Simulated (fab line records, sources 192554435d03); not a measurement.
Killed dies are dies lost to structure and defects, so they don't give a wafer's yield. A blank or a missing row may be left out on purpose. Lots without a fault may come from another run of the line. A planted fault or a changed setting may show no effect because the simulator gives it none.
fab line records | flow n5_finfet
record lots=11 wafers=29 last_day=18
route steps=1938 shown ZERO_LAYER@9 WELL_APT@46 BEOL_M4@1111
lots that met no fault: from a run of the same line without faults
start_h: hours from the record's first day to the start of the lot's first wafer shown | wait_h: hours since the lot's step before | " the same as in the row above | L1.1+2: a row that stands for several wafers | - no value, or no start given | * or withheld: withheld | < > ~ a bound
route shown NAME@n: a module of which the file shows steps, and the number in the route of the first | usual: mean/standard deviation of fault-free wafers | same: alike in all rows | chamber/n: place in a boat | sites: the reading at each site | _std_site: their standard deviation | _edge_site: outer sites' mean less inner sites' | radius_mm: how far each site lies from the wafer's centre | mask NAME#n: copy n | behind: the tool/chamber that last shaped the wafer | hold: why the lot was held/for how many hours/how that ended | device: the transistor (n, p or np) that didn't switch | end of line: the same wafers' tests at the end of the route | a step without rows: its recipe alone | killed: dies lost to structure and defects at the first sort, not the wafer's yield | map: a wafer's dies, x killed, . not, _ none there
set.NAME: the setting as run; set.NAME@STEP: as run at that earlier step | model.NAME: the simulator's own value behind a step, which no gauge read
steps of the route over a sample of lots; a table a step, a row a wafer
services: from which hour (start_h, from the record's first day; less than 0 if before it) a tool's chamber was out of use, for how many hours, and why
## steps
# step N5_ZERO_LAYER_EXPOSE_08
# recipe mask_id=ZERO na=0.55 source_shape=conventional sigma_outer=0.8 polarization=unpolarized defocus_nm=0 target_cd_nm=2000 dose_mj=16.2
# usual exposure_dose_mJ_cm2=16.201/0.016 focus_offset_nm=0.0/0.5
# same sigma_outer=0.8
# columns lot.wafer tool chamber start_h wait_h mask exposure_dose_mJ_cm2 focus_offset_nm
L329.4 krf_scanner-01 0 12.61 - ZERO#0 16.185 1.1
L329.6 " 0 " " ZERO#0 16.174 0.2
L330.1 krf_scanner-02 0 18.72 - ZERO#0 16.181 0.6
L330.2 " 0 " " ZERO#0 16.206 0.1
L330.4 " 0 " " ZERO#0 16.199 0.7
L332.2 krf_scanner-01 0 30.62 - ZERO#0 16.223 -0.6
L332.5 " 0 " " ZERO#0 16.187 1.6
L332.6 " 0 " " ZERO#0 16.201 0.7
L334.3 krf_scanner-02 0 42.49 - ZERO#0 16.184 -0.4
L334.4 " 0 " " ZERO#0 16.221 -0.4
L334.6 " 0 " " ZERO#0 16.205 0.7
L335.1 krf_scanner-02 0 48.47 - ZERO#0 16.199 -0.4
L335.3 " 0 " " ZERO#0 16.206 -0.2
L335.4 " 0 " " ZERO#0 16.195 0.5
L338.5 krf_scanner-01 0 66.49 - ZERO#0 16.221 -0.1
L338.6 " 0 " " ZERO#0 16.239 0.2
L344.2 krf_scanner-01 0 102.47 - ZERO#0 16.457 -0.5
L344.4 " 0 " " ZERO#0 16.466 -0.3
L344.6 " 0 " " ZERO#0 16.475 0.2
L345.1 krf_scanner-01 0 108.47 - ZERO#0 16.417 -0.4
L345.3 " 0 " " ZERO#0 16.438 0.3
L345.5 " 0 " " ZERO#0 16.440 0.3
L346.1 krf_scanner-02 0 114.61 - ZERO#0 16.205 0.0
L346.4 " 0 " " ZERO#0 16.214 -0.3
L348.1 krf_scanner-02 0 126.46 - ZERO#0 16.211 -0.9
L348.6 " 0 " " ZERO#0 16.235 0.0
L351.4 krf_scanner-02 0 144.62 - ZERO#0 16.184 -0.9
L351.5 " 0 " " ZERO#0 16.181 -0.3
L351.6 " 0 " " ZERO#0 16.174 -0.7
# step N5_ZERO_LAYER_INSPECT_20
# recipe inspect_instrument=darkfield mode=post_clean
# usual raw_defect_count=39/17
# columns lot.wafer tool chamber start_h wait_h raw_defect_count
L329.4 defect_inspect-02 - 13.52 0.0 46
L329.6 " - " " 30
L330.1 defect_inspect-02 - 19.77 0.0 33
L330.2 " - " " 38
L330.4 " - " " 33
L332.2 defect_inspect-02 - 31.62 0.0 44
L332.5 " - " " 60
L332.6 " - " " 61
L334.3 defect_inspect-01 - 43.29 0.0 41
L334.4 " - " " 23
L334.6 " - " " 45
L335.1 defect_inspect-01 - 49.46 0.0 65
L335.3 " - " " 78
L335.4 " - " " 86
L338.5 defect_inspect-02 - 67.35 0.0 65
L338.6 " - " " 34
L344.2 defect_inspect-01 - 103.25 0.0 42
L344.4 " - " " 41
L344.6 " - " " 17
L345.1 defect_inspect-02 - 109.25 0.0 33
L345.3 " - " " 24
L345.5 " - " " 31
L346.1 defect_inspect-02 - 115.41 0.0 23
L346.4 " - " " 32
L348.1 defect_inspect-02 - 127.32 0.0 49
L348.6 " - " " 41
L351.4 defect_inspect-01 - 145.40 0.0 72
L351.5 " - " " 50
L351.6 " - " " 63
# step N5_WELL_APT_DESCUM_30
# recipe chemistry=O2 time_s=7.9 source_power_w=50 bias_power_w=20 pressure_mtorr=20 rf_frequency_hz=2.712e+07 temp_c=40 o2_flow_sccm=225
# usual drypump_motor_current_A=5.8/0.41 oes_product_au=0.75/0.083 rf_fwd_power_W=49.70/0.18 rf_vpp_V=243.7/1.3 showerhead_plenum_p_Torr=2.13/0.064 throttle_valve_pct=20.47/0.18
# columns lot.wafer tool chamber start_h wait_h drypump_motor_current_A oes_product_au rf_fwd_power_W rf_hours_counter_h rf_vpp_V showerhead_plenum_p_Torr throttle_valve_pct
L329.4 rie_diel-05 0 15.26 0.2 5.4 0.69 49.57 - 242.1 2.08 20.53
L329.6 " 1 " " 6.1 0.68 49.76 - 244.9 2.16 20.46
L330.1 rie_diel-05 2 21.67 0.0 5.7 0.85 49.77 60 246.1 2.22 20.32
L330.2 " 1 " " 6.1 0.68 49.82 240 243.9 2.16 20.50
L330.4 " 0 " " 5.3 0.69 49.74 212 241.2 2.08 20.55
L332.2 rie_diel-06 0 33.38 0.0 5.3 0.73 49.39 155 241.3 2.00 20.40
L332.5 " 0 " " 5.3 0.72 49.61 - 241.9 2.00 20.39
L332.6 " 3 " " 5.7 0.71 49.67 - 245.2 2.14 20.25
L334.3 rie_diel-04 1 45.08 0.0 5.4 0.75 49.76 188 245.6 2.17 20.46
L334.4 " 1 " " 5.4 0.75 49.95 - 244.2 2.17 20.48
L334.6 " 0 " " 5.3 0.70 49.33 - 244.5 2.18 20.82
L335.1 rie_diel-06 0 51.10 0.0 5.3 0.72 49.52 161 241.5 2.00 20.39
L335.3 " 1 " " 6.5 0.74 49.72 203 245.9 2.16 20.31
L335.4 " 2 " " 6.4 0.71 49.93 224 244.4 2.17 20.60
L338.5 rie_diel-04 3 69.15 0.1 5.3 0.76 49.61 - 243.1 2.07 20.60
L338.6 " 0 " " 5.3 0.69 49.69 - 244.3 2.17 20.83
L344.2 rie_diel-04 3 104.89 0.0 5.4 0.74 49.75 205 242.9 2.07 20.61
L344.4 " 2 " " 5.9 0.84 49.94 83 244.3 2.22 20.53
L344.6 " 2 " " 5.9 0.84 49.92 - 245.0 2.22 20.52
L345.1 rie_diel-06 1 111.34 0.3 6.5 0.71 49.55 227 242.9 2.15 20.36
L345.3 " 0 " " 5.3 0.70 49.52 181 240.1 2.00 20.46
L345.5 " 2 " " 6.4 0.68 49.76 - 244.9 2.16 20.62
L346.1 rie_diel-05 2 117.05 0.0 5.7 0.80 49.66 100 243.9 2.20 20.38
L346.4 " 3 " " 6.1 0.70 50.16 210 243.4 2.06 20.46
L348.1 rie_diel-04 0 129.29 0.4 5.3 0.67 49.69 227 244.4 2.16 20.87
L348.6 " 3 " " 5.3 0.73 49.70 - 243.9 2.07 20.62
L351.4 rie_diel-06 2 146.91 0.0 6.4 0.97 49.91 2 244.5 2.16 20.34
L351.5 " 0 " " 5.3 0.69 49.74 - 242.2 1.99 20.47
L351.6 " 1 " " 6.5 0.70 49.49 - 244.4 2.15 20.37
# step N5_WELL_APT_INSPECT_38
# recipe inspect_instrument=darkfield mode=post_epi
# usual raw_defect_count=14/4.9
# columns lot.wafer tool chamber start_h wait_h raw_defect_count
L329.4 defect_inspect-01 - 17.19 0.3 16
L329.6 " - " " 16
L330.1 defect_inspect-02 - 23.54 0.7 12
L330.2 " - " " 11
L330.4 " - " " 18
L332.2 defect_inspect-02 - 35.27 0.4 9
L332.5 " - " " 14
L332.6 " - " " 7
L334.3 defect_inspect-01 - 46.75 0.3 16
L334.4 " - " " 12
L334.6 " - " " 16
L335.1 defect_inspect-02 - 53.09 0.7 11
L335.3 " - " " 15
L335.4 " - " " 12
L338.5 defect_inspect-02 - 71.61 0.4 21
L338.6 " - " " 16
L344.2 defect_inspect-01 - 106.53 0.4 15
L344.4 " - " " 12
L344.6 " - " " 19
L345.1 defect_inspect-02 - 112.99 0.5 5
L345.3 " - " " 8
L345.5 " - " " 11
L346.1 defect_inspect-01 - 118.96 0.7 15
L346.4 " - " " 28
L348.1 defect_inspect-01 - 130.95 0.5 12
L348.6 " - " " 5
L351.4 defect_inspect-01 - 148.56 0.2 18
L351.5 " - " " 10
L351.6 " - " " 15
# step N5_BEOL_M4_RC_MEAS_101
# usual DIBL_N=36.1/2 DIBL_P=36.3/2.5 IOFF_N=0.16/0.037 IOFF_P=0.21/0.039 ION_N=678/15 ION_P=465/8.7 SS_N=71.4/0.7 SS_P=73.3/0.74 VT_N=249/3.6 VT_P=-250.0/2.9
# columns lot.wafer tool chamber start_h wait_h DIBL_N[mV/V] DIBL_P[mV/V] IOFF_N[nA/um] IOFF_P[nA/um] ION_N[uA/um] ION_P[uA/um] SS_N[mV/dec] SS_P[mV/dec] VT_N[mV] VT_P[mV]
L329.4 prober-01 0 162.15 0.5 35.5 36.4 0.16 0.26 669 475 72.2 73.6 251 -243.3
L329.6 " 0 " " 33.2 33.5 0.11 0.20 649 462 71.1 72.7 257 -247.6
L330.1 prober-02 0 178.41 0.0 38.3 39.1 0.24 0.29 711 482 71.9 73.6 241 -245.8
L330.2 " 0 " " 35.3 35.5 0.16 0.22 670 465 71.7 71.8 249 -248.4
L330.4 " 0 " " 35.2 36.0 0.16 0.23 671 465 71.8 72.8 245 -249.0
L332.2 prober-02 0 181.22 0.2 33.3 30.4 0.09 0.15 643 452 70.6 72.3 257 -252.8
L332.5 " 0 " " 36.9 35.9 0.14 0.21 684 470 71.0 72.7 250 -250.1
L332.6 " 0 " " 33.6 30.2 0.09 0.14 642 443 70.6 71.8 258 -255.9
L334.3 prober-02 0 198.11 0.3 36.2 37.4 0.16 0.21 679 463 71.7 73.2 249 -253.5
L334.4 " 0 " " 34.6 35.8 0.13 0.18 671 466 71.1 72.5 256 -253.8
L334.6 " 0 " " 37.3 39.0 0.19 0.23 688 467 72.2 74.0 250 -251.7
L335.1 prober-01 0 198.46 0.1 34.8 35.2 0.14 0.18 687 470 71.5 72.7 251 -250.1
L335.3 " 0 " " 34.5 35.1 0.13 0.17 670 459 71.3 73.1 251 -251.9
L335.4 " 0 " " 38.4 40.7 0.21 0.27 687 472 72.4 74.3 244 -245.6
L338.5 prober-01 0 234.30 0.6 33.9 33.0 0.12 0.17 663 464 71.1 72.9 255 -251.0
L338.6 " 0 " " 37.4 38.3 0.17 0.26 678 469 71.9 74.4 249 -245.3
L345.1 prober-02 0 283.95 0.0 32.4 32.2 0.11 0.13 660 448 70.8 71.7 252 -256.9
L345.3 " 0 " " 35.0 36.2 0.15 0.18 670 458 71.6 73.5 250 -254.3
L345.5 " 0 " " 32.9 34.0 0.13 0.16 675 461 70.4 71.8 248 -254.9
L344.2 prober-02 0 285.04 0.7 38.7 38.7 0.22 0.25 690 463 72.0 74.1 246 -247.5
L344.4 " 0 " " 37.1 37.5 0.20 0.23 690 469 71.7 72.8 246 -248.3
L344.6 " 0 " " 38.4 39.5 0.22 0.27 697 469 72.0 74.3 242 -247.3
L346.1 prober-02 0 299.15 0.0 35.3 36.6 0.15 0.21 654 456 71.2 73.1 252 -249.0
L346.4 " 0 " " 34.1 34.7 0.14 0.19 674 473 70.5 71.9 251 -250.6
L348.1 prober-02 0 308.27 0.0 34.5 35.3 0.15 0.20 690 476 71.0 72.5 249 -250.5
L348.6 " 0 " " 34.3 35.2 0.13 0.19 660 453 70.8 72.5 252 -249.1
L351.4 prober-01 0 325.44 0.5 39.8 41.0 0.25 0.31 702 476 72.3 74.4 242 -245.9
L351.5 " 0 " " 36.3 37.9 0.17 0.25 687 474 71.1 74.2 246 -244.9
L351.6 " 0 " " 37.8 38.1 0.21 0.24 689 460 72.4 74.1 244 -248.1
## services
# columns tool chamber start_h hours kind
rie_diel-04 2 4.62 4.7 repair
rie_diel-05 2 6.96 11.9 repair
rie_diel-06 - 7.59 0.5 repair
rie_diel-04 1 14.27 5.7 repair
krf_scanner-01 - 18.04 0.8 pm
rie_diel-04 2 24.36 1.3 repair
krf_scanner-01 - 26.44 1.3 pm
rie_diel-04 3 33.53 8.9 repair
krf_scanner-01 - 42.64 3.6 pm
rie_diel-04 3 43.63 2.5 repair
krf_scanner-02 - 46.23 0.7 repair
rie_diel-06 3 59.63 11.1 repair
rie_diel-04 1 64.66 7.4 repair
rie_diel-06 0 80.80 5.8 repair
krf_scanner-02 - 83.91 0.7 repair
krf_scanner-02 - 93.47 1.0 pm
rie_diel-05 1 102.88 4.1 repair
krf_scanner-01 - 112.08 0.4 repair
krf_scanner-02 - 119.22 0.5 repair
krf_scanner-02 - 122.16 1.3 pm
krf_scanner-01 0 128.13 - calibration
krf_scanner-02 0 131.66 - calibration
krf_scanner-01 - 133.57 2.4 repair
krf_scanner-02 - 139.81 0.8 pm
## key
first_sign step=N5_ZERO_LAYER_EXPOSE_08 reading=exposure_dose_mJ_cm2 direction=up sigmas=16 usual=16.201 struck=16.449
effect none on later readings
met_at N5_ZERO_LAYER_EXPOSE_08
struck_lots L344,L345
loop_trim step=N5_ZERO_LAYER_EXPOSE_08 setting=dose lots=L345
not_acting_at N5_ZERO_LAYER_INSPECT_20,N5_WELL_APT_DESCUM_30,N5_WELL_APT_INSPECT_38
onset_between 66.49 102.47
fault kind=process_parameter_drift tool=krf_scanner-01 chamber=- onset_h=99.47 steps=N5_ZERO_LAYER_EXPOSE_08 channel=dose_mj offset=0.27637 shape=step acts_in=these_recipes_only stated=16.2
# loop_trim: a control loop set the setting to another value than it would have without faults
